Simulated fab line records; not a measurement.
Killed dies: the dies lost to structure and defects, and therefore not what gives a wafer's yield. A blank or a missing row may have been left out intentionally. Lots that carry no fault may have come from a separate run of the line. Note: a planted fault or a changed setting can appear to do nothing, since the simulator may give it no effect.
Chamber matching | flow nand_harc | NHARC_P_BONDPAD_STRIP_16 on wet_bench-10: 7 sister chambers
The step strips in post etch residue remover, time 600 s. 14 wafers are shown with their chamber, then 7 later ones without.

== WAFERS, EACH WITH ITS CHAMBER ==
wafer  | chamber | bath_heat_duty_pct (%) | run_length_s (s)
L607.1 | 7       | 12.1                   | 604.5
L607.2 | 1       | 16.1                   | 603.9
L607.4 | 2       | 14.9                   | 602.6
L608.4 | 5       | 12.8                   | 604.3
L608.5 | 7       | 12.0                   | 604.1
L608.6 | 3       | 17.1                   | 603.3
L610.1 | 1       | 15.4                   | 603.8
L610.3 | 7       | 12.7                   | 604.7
L610.5 | 5       | 13.1                   | 603.3
L612.2 | 6       | 13.7                   | 605.2
L612.4 | 3       | 15.4                   | 603.4
L612.6 | 1       | 15.2                   | 603.2
L614.1 | 0       | 11.9                   | 602.3
L614.2 | 2       | 13.9                   | 603.4

SIGNATURES (means of the wafers above)
reading            | chamber 0 | chamber 1 | chamber 2 | chamber 3 | chamber 5 | chamber 6 | chamber 7 | scatter within a chamber
bath_heat_duty_pct | 11.900    | 15.567    | 14.400    | 16.250    | 12.950    | 13.700    | 12.267    | 0.624
run_length_s       | 602.300   | 603.633   | 603.000   | 603.350   | 603.800   | 605.200   | 604.433   | 0.431
Rule: distance of a wafer from a chamber = root of the sum over the readings of ((wafer's reading minus chamber's mean) / reading's scatter) squared. The wafer belongs to the nearest chamber; if the next one is less than 2 further off, it can't be placed. How the scatter is found: for the shown wafers, subtract from each reading the mean of its chamber, square and add these, divide the total by (wafers less chambers), then take the root.

== WAFERS WITH NO CHAMBER GIVEN ==
wafer  | bath_heat_duty_pct (%) | run_length_s (s)
L614.4 | 16.0                   | 603.3
L624.1 | 14.7                   | 603.1
L624.2 | 15.5                   | 603.2
L624.4 | 10.9                   | 604.8
L625.1 | 15.2                   | 605.2
L625.2 | 14.8                   | 605.1
L625.3 | 12.4                   | 602.2

== EACH ONE'S CHAMBER ==
wafer  | from the rows above          | in truth
L614.4 | can't be placed: 3 or 1      | 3
L624.1 | can't be placed: 2 or 1      | 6
L624.2 | can't be placed: 1 or 3 or 2 | 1
L624.4 | can't be placed: 7 or 5      | 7
L625.1 | can't be placed: 6 or 1      | 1
L625.2 | can't be placed: 6 or 1      | 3
L625.3 | 0                            | 0
Placed correctly: 1 of 7. These rows do not allow placing 6 (true chamber among the candidates in 4). 0 placed wrongly.
